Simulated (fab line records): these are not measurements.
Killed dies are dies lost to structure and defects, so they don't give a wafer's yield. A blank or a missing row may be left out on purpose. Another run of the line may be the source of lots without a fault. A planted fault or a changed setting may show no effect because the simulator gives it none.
Comparing a struck lot with a sound one + flow n5_finfet + 16 out of 1938 route steps
Sound: these wafers, L548.3, L548.4, L548.6. Wafers struck: L556.3, L556.4, L556.5. At the end, the cause is stated.
For every step that has rows: the tool of each side, followed by ch and its chambers, followed by its first start. Under that, the readings that differ: sound wafers + struck wafers + difference of the means + sigmas: that difference in standard deviations of wafers without a fault.
alike: a reading whose means differ by less than 2 such deviations, as well as words and numbers matching on both sides. not compared: withheld readings; readings where some wafer has no value; bounds like >300 that might hide an equal value; numbers whose values overlap and for which the record gives no deviation.
Wherever a step has rows on one side only, a row that says differs or no value, or a row with sigmas, the two part there. When numbers do not overlap yet have no deviation, they are printed without sigmas and do not part them. Lack of a reading on every wafer of one side parts them only where that side has two or more wafers.

N5_BEOL_M1_ANNEAL_95: time 240 s.
  sound on pvd_sputter-01 at day 6 13:19; struck on pvd_sputter-01 at day 8 10:01
  alike: heater_power_w
then, 2 steps without rows for these wafers: N5_BEOL_M1_SPUTTER_96 (material Cu, target thk 4.5 nm, time 8.29 s); N5_BEOL_M1_ECD_50 (material Cu, target thk 300 nm).
N5_BEOL_M1_ANNEAL_51: time 90 s.
  sound on rtp_anneal-01 ch 0, day 6 13:45; struck on rtp_anneal-01 ch 0, day 8 10:26
  alike: wafer_temp_C_max
N5_BEOL_M1_CMP_52: polishes, stops on SiOC, t overpolish 6.8 s, target thk 40 nm.
  sound on cmp-04 ch 0,1, day 6 13:59; struck on cmp-03 ch 0,1,2, day 8 10:43
| reading                   | sound                | struck               | difference | sigmas |
|---------------------------|----------------------|----------------------|------------|--------|
| clearing_platen_rpm (rpm) | 49.948 49.971 49.921 | 50.025 50.009 49.994 | +0.063     | +2     |
  alike: barrier_field_endpoint_s, head_pressure_psi, motor_current_A, overpolish_run_s, slurry_filter_dp_kPa, time_to_endpoint_s
N5_BEOL_M1_THK_MEAS_53: measures by xrf.
  sound on film_metro-01 at day 6 14:15; struck on film_metro-01 at day 8 10:56
  alike: M1_THK
then, 1 step without rows for these wafers: N5_BEOL_M1_PRE_CLEAN_60 (time 15 s).
N5_BEOL_M1_CO_CAP_55: material Co, precursor CCTBA/H2, target thk 2 nm, time 102.1 s.
  sound on cvd_co-01 ch 1,2, day 6 14:20; struck on cvd_co-01 ch 1,2, day 8 11:01
  alike: chamber_pressure_Torr, heater_power_outer_w, heater_power_w
then, 1 step without rows for these wafers: N5_BEOL_M1_PRE_CLEAN_56 (time 15 s).
N5_BEOL_M1_DEP_57: deposits SiCN from 3MS/NH3, target thk 8 nm, time 14 s.
  sound on pecvd-02 ch 0,1,2, day 6 14:26; struck on pecvd-02 ch 0,1, day 8 11:08
  alike: chamber_pressure_Torr, showerhead_plenum_p_Torr, throttle_valve_pct
N5_BEOL_M1_RS_MEAS_58: uses a four-point probe to measure.
  sound on film_metro-02 at day 6 14:31; struck on film_metro-02 at day 8 11:12
  alike: M1_RS
N5_BEOL_M1_INSPECT_59: inspects for defects (darkfield).
  sound on defect_inspect-01 at day 6 14:32; struck on defect_inspect-02 at day 8 11:14
  alike: raw_defect_count
N5_BEOL_M2_ILD_DEP_00: deposits SiOC from DEMS/O2, target thk 79 nm, time 15.3 s.
  sound on pecvd-03 ch 0,2, day 6 14:34; struck on pecvd-02 ch 0,2, day 8 11:16
| reading              | sound                | struck               | difference | sigmas |
|----------------------|----------------------|----------------------|------------|--------|
| susceptor_temp_C (C) | 350.16 350.17 349.90 | 344.90 344.77 345.01 | -5.18      | -26    |
  alike: chamber_pressure_Torr, heater_power_outer_w, heater_power_w, showerhead_plenum_p_Torr, throttle_valve_pct
N5_BEOL_M2_THK_MEAS_01:
  sound on film_metro-02 at day 6 14:38; struck on film_metro-02 at day 8 11:20
  alike: M2_ILD_THK
N5_BEOL_M4_RC_MEAS_101:
  sound on prober-01 ch 0, day 8 00:32; struck on prober-02 ch 0, day 9 20:22
| reading        | sound          | struck         | difference | sigmas |
|----------------|----------------|----------------|------------|--------|
| IOFF_P (nA/um) | 0.26 0.23 0.24 | 0.14 0.18 0.16 | -0.08      | -2     |
| VT_P (mV)      | -247 -247 -247 | -259 -255 -253 | -9         | -3     |
  alike: DIBL_N, DIBL_P, IOFF_N, ION_N, ION_P, SS_N, SS_P, VT_N
then, 1 step without rows for these wafers: N5_PASSIVATION_PROBE_49.

== WHERE THEY PART ==
Earliest at N5_BEOL_M1_CMP_52; latest, in this record, at N5_BEOL_M4_RC_MEAS_101.

WHY: what had been put in by the simulator
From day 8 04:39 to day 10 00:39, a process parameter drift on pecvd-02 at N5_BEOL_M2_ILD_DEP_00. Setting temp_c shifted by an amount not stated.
